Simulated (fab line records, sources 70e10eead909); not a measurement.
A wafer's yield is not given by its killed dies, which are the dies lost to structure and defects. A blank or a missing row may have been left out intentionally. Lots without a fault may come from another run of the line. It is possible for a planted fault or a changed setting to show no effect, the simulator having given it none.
A lot that was struck, set against a sound lot || flow nand_harc || 14 steps out of a route of 1159
Sound: wafers L742.3, L742.4, L742.5. Struck: wafer L753.2 (left out: L753.1, L753.3 of the same lot, which were not struck); the cause appears at the end.
Per side, at each step with rows, come the tool, then ch with its chambers, and then its first start. Under that, the readings that differ: sound wafers || struck wafers || difference of the means || sigmas: that difference in standard deviations of wafers without a fault.
alike: a reading whose means differ by less than 2 such deviations, as well as words and numbers matching on both sides. not compared: withheld readings; readings where some wafer has no value; bounds like >300 that might hide an equal value; numbers whose values overlap and for which the record gives no deviation.
A row with sigmas, a row that says differs or no value, or rows on one side alone: a step with any of these is where the two part. Numbers that have no deviation but don't overlap get no sigmas and don't part them. A reading that every wafer of one side lacks parts them only if that side has two wafers or more.

first, 4 steps without rows for these wafers: NHARC_A_WL_FILL_STRIP_28 (strips in post etch residue remover, time 1200 s); NHARC_A_WL_FILL_PRECLEAN_06 (cleans in DIW, time 300 s); NHARC_A_WL_FILL_SRD_07; NHARC_A_WL_FILL_ANNEAL_08 (time 1800 s).
NHARC_A_WL_FILL_ALD_10: deposits SiO2, target thk 50 nm, pulse time 10 s, ald cycles 500.
  sound on ald_hk-02 ch 0,2,3, day 17 19:49; struck on ald_hk-01 ch 1, day 19 12:22
  alike: heater_power_w, precursor_pulse_height_rel
NHARC_A_WL_FILL_ETCHBACK_16: etches the open film in C4F8/O2/Ar, target depth 88 nm, time 17.6 s.
  sound on rie_diel-08 ch 1,2,3; struck on rie_diel-08 ch 0
  alike: oes_product_au, rf_vpp_V
  not compared: rf_hours_counter_h
NHARC_A_WL_FILL_STRIP_29: strips in O2, time 20 s.
  sound on rie_diel-08 ch 0,2, day 18 00:03; struck on rie_diel-08 ch 2, day 19 17:07
  alike: drypump_motor_current_A, o2_flow_sccm, oes_product_au, rf_vpp_V, showerhead_plenum_p_Torr, throttle_valve_pct
  not compared: rf_hours_counter_h
NHARC_A_WL_FILL_ETCHBACK_17: etches the open film in Cl2/BCl3, target depth 4 nm, time 26.7 s.
  sound on rie_metal-02 ch 0,1, day 18 00:10; struck on rie_metal-02 ch 1, day 19 17:13
{"reading": "rf_hours_counter_h (h)", "sound": "- - -", "struck": 1.8, "difference": "no value on the sound wafers", "sigmas": ""}
  alike: drypump_motor_current_A, oes_product_au
then, 3 steps without rows for these wafers: NHARC_A_WL_FILL_PRECLEAN_18 (cleans in dHF, time 30 s); NHARC_A_WL_FILL_SRD_21; NHARC_A_WL_FILL_CVD_23 (deposits poly-Si, target thk 40 nm, time 800 s).
NHARC_A_WL_FILL_ETCHBACK_26: etches the open film in HBr, target depth 52 nm, time 13.3 s.
  sound on rie_si-06 ch 0,2, day 18 05:20; struck on rie_si-06 ch 3, day 19 22:06
{"reading": "oes_product_au (a.u.)", "sound": "1.014 0.998 0.994", "struck": 0.904, "difference": -0.098, "sigmas": -11}
  alike: drypump_motor_current_A, throttle_valve_pct
  not compared: rf_hours_counter_h
then, 1 step without rows for these wafers: NHARC_A_WL_FILL_PRECLEAN_30 (cleans in dHF, time 10 s).
-- record jumps: 4 days between struck wafers' starts before vs after; left off in module A_WL_FILL, resumes in module END, first step shown is number 1159 of the route --
NHARC_END_SORT_01:
  sound on prober-02 ch 0, day 21 17:08; struck on prober-02 ch 0, day 23 13:49
  alike: killed_at_array, killed_at_other, killed_at_periphery, killed_dies, killed_open, killed_short

== WHERE THEY PART ==
First at NHARC_A_WL_FILL_ETCHBACK_17; last, within this record, at NHARC_A_WL_FILL_ETCHBACK_26. Later steps at which nothing parts them and some readings are alike: NHARC_END_SORT_01.

WHY: what had been put in by the simulator
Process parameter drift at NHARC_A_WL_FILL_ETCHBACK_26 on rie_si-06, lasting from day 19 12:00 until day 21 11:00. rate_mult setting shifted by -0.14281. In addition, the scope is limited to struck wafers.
